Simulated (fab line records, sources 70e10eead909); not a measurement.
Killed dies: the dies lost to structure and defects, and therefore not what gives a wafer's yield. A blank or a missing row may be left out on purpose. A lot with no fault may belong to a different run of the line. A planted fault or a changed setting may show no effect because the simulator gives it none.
Matching of chambers || flow nand_harc || 4 sister chambers for NHARC_P_GATE_STRIP_108 on rie_diel-04
The step strips in O2. 8 wafers are shown with their chamber, then 12 later ones without.

## WAFERS WITH THEIR CHAMBER
{"wafer": "L082.2", "chamber": 1, "drypump_motor_current_A (A)": 6.4, "oes_product_au (a.u.)": 0.983}
{"wafer": "L084.2", "chamber": 1, "drypump_motor_current_A (A)": 6.4, "oes_product_au (a.u.)": 0.998}
{"wafer": "L084.4", "chamber": 0, "drypump_motor_current_A (A)": 5.9, "oes_product_au (a.u.)": 1.028}
{"wafer": "L085.5", "chamber": 2, "drypump_motor_current_A (A)": 5.6, "oes_product_au (a.u.)": 0.992}
{"wafer": "L085.6", "chamber": 3, "drypump_motor_current_A (A)": 5.8, "oes_product_au (a.u.)": 0.973}
{"wafer": "L087.2", "chamber": 3, "drypump_motor_current_A (A)": 5.8, "oes_product_au (a.u.)": 0.980}
{"wafer": "L087.4", "chamber": 2, "drypump_motor_current_A (A)": 5.6, "oes_product_au (a.u.)": 0.982}
{"wafer": "L087.6", "chamber": 0, "drypump_motor_current_A (A)": 5.8, "oes_product_au (a.u.)": 1.009}

## WAFERS WHOSE CHAMBER IS MISSING
{"wafer": "L090.1", "drypump_motor_current_A (A)": 6.4, "oes_product_au (a.u.)": 0.996}
{"wafer": "L090.4", "drypump_motor_current_A (A)": 5.9, "oes_product_au (a.u.)": 1.016}
{"wafer": "L090.6", "drypump_motor_current_A (A)": 5.8, "oes_product_au (a.u.)": 0.993}
{"wafer": "L091.3", "drypump_motor_current_A (A)": 6.4, "oes_product_au (a.u.)": 0.986}
{"wafer": "L091.5", "drypump_motor_current_A (A)": 5.8, "oes_product_au (a.u.)": 0.980}
{"wafer": "L091.6", "drypump_motor_current_A (A)": 5.6, "oes_product_au (a.u.)": 0.984}
{"wafer": "L093.2", "drypump_motor_current_A (A)": 5.9, "oes_product_au (a.u.)": 1.018}
{"wafer": "L093.3", "drypump_motor_current_A (A)": 5.7, "oes_product_au (a.u.)": 0.992}
{"wafer": "L093.6", "drypump_motor_current_A (A)": 5.9, "oes_product_au (a.u.)": 0.990}
{"wafer": "L095.2", "drypump_motor_current_A (A)": 5.8, "oes_product_au (a.u.)": 0.993}
{"wafer": "L095.3", "drypump_motor_current_A (A)": 5.9, "oes_product_au (a.u.)": 0.999}
{"wafer": "L095.6", "drypump_motor_current_A (A)": 5.8, "oes_product_au (a.u.)": 1.003}

## WHICH CHAMBER EACH ONE RAN IN
{"wafer": "L090.1", "from the rows above": 1, "in truth": 1}
{"wafer": "L090.4", "from the rows above": 0, "in truth": 0}
{"wafer": "L090.6", "from the rows above": "can't be placed: 3 or 0", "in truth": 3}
{"wafer": "L091.3", "from the rows above": 1, "in truth": 1}
{"wafer": "L091.5", "from the rows above": 3, "in truth": 3}
{"wafer": "L091.6", "from the rows above": 2, "in truth": 2}
{"wafer": "L093.2", "from the rows above": 0, "in truth": 0}
{"wafer": "L093.3", "from the rows above": "can't be placed: 2 or 3", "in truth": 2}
{"wafer": "L093.6", "from the rows above": "can't be placed: 3 or 0", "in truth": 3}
{"wafer": "L095.2", "from the rows above": "can't be placed: 3 or 0", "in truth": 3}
{"wafer": "L095.3", "from the rows above": "can't be placed: 0 or 3", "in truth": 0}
{"wafer": "L095.6", "from the rows above": "can't be placed: 0 or 3", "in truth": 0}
6 of 12 placed correctly. Can't be placed from these rows: 6 (the true chamber is among the candidates in 6). Wrongly placed: 0.
How it was worked out, from the rows above alone: a wafer's distance from a chamber is the root of the sum, over the readings, of the square of ((its reading less the chamber's mean) divided by the reading's scatter). The wafer belongs to the nearest chamber; if the next one is less than 2 further off, it can't be placed. The mean given for a chamber averages the wafers shown for that chamber. The scatter: take each reading less its chamber's mean, square it, sum over the shown wafers, divide by the number of wafers less the number of chambers, and take the root.
